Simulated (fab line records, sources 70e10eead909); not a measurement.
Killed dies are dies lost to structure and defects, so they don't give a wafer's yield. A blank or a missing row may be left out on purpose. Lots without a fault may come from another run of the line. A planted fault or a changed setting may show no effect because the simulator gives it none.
Chamber matching | flow nand_harc | NHARC_A_BLC_ALD_23 on ald_metal-02: 4 sister chambers
The step deposits TiN, target thk 3 nm, pulse time 1 s, ald cycles 150. 22 wafers are shown with their chamber, then 11 later ones without.

WAFERS WITH THEIR CHAMBER
wafer  | chamber | heater_power_w (W) | precursor_pulse_height_rel
L078.1 | 1       | 1046               | 1.000
L078.2 | 0       | 1168               | 1.005
L078.5 | 2       | 1113               | 1.002
L079.3 | 0       | 1145               | 1.036
L079.5 | 3       | 1135               | 1.040
L079.6 | 0       | 1141               | 1.001
L083.2 | 2       | 1156               | 0.992
L083.5 | 3       | 1154               | 1.037
L083.6 | 2       | 1104               | 1.019
L082.1 | 3       | 1138               | 0.992
L082.3 | 0       | 1138               | 1.011
L082.5 | 1       | 1010               | 0.994
L087.1 | 3       | 1210               | 0.982
L087.3 | 0       | 1147               | 1.003
L087.5 | 1       | 1005               | 1.036
L086.1 | 3       | 1141               | 1.005
L086.2 | 1       | 1020               | 1.007
L086.4 | 0       | 1152               | 0.978
L088.2 | 0       | 1126               | 0.996
L088.4 | 3       | 1177               | 1.009
L088.6 | 3       | 1162               | 0.989
L093.1 | 0       | 1152               | 0.996

SIGNATURES (means of the wafers above)
reading                    | chamber 0 | chamber 1 | chamber 2 | chamber 3 | scatter within a chamber
heater_power_w             | 1146.12   | 1020.25   | 1124.33   | 1159.57   | 20.9
precursor_pulse_height_rel | 1.00325   | 1.00925   | 1.00433   | 1.00771   | 0.0189
Rule: a wafer's distance from a chamber is the root of the sum, over the readings, of the square of ((its reading less the chamber's mean) divided by the reading's scatter). The wafer belongs to the nearest chamber; if the next one is less than 2 further off, it can't be placed. The scatter: the root of (the sum of the squares of (reading less its chamber's mean) over the shown wafers, divided by (wafers less chambers)).

WAFERS WITHOUT THEIR CHAMBER
wafer  | heater_power_w (W) | precursor_pulse_height_rel
L093.2 | 1136               | 1.015
L093.3 | 1180               | 1.027
L092.1 | 1135               | 1.006
L092.3 | 1186               | 0.989
L092.5 | 1013               | 1.019
L094.3 | 1149               | 1.011
L094.4 | 999                | 0.999
L094.6 | 1176               | 0.996
L096.1 | 1182               | 1.009
L096.4 | 1034               | 1.005
L096.6 | 1157               | 0.976

WHICH CHAMBER EACH WENT THROUGH
wafer  | from the rows above          | in truth
L093.2 | can't be placed: 0 or 2 or 3 | 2
L093.3 | can't be placed: 3 or 0 or 2 | 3
L092.1 | can't be placed: 2 or 0 or 3 | 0
L092.3 | can't be placed: 3 or 0 or 2 | 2
L092.5 | 1                            | 1
L094.3 | can't be placed: 0 or 3 or 2 | 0
L094.4 | 1                            | 1
L094.6 | can't be placed: 3 or 0 or 2 | 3
L096.1 | can't be placed: 3 or 0 or 2 | 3
L096.4 | 1                            | 1
L096.6 | can't be placed: 0 or 3 or 2 | 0
Placed correctly: 3 of 11. Can't be placed from these rows: 8 (the true chamber is among the candidates in 8). Placed wrongly: 0.
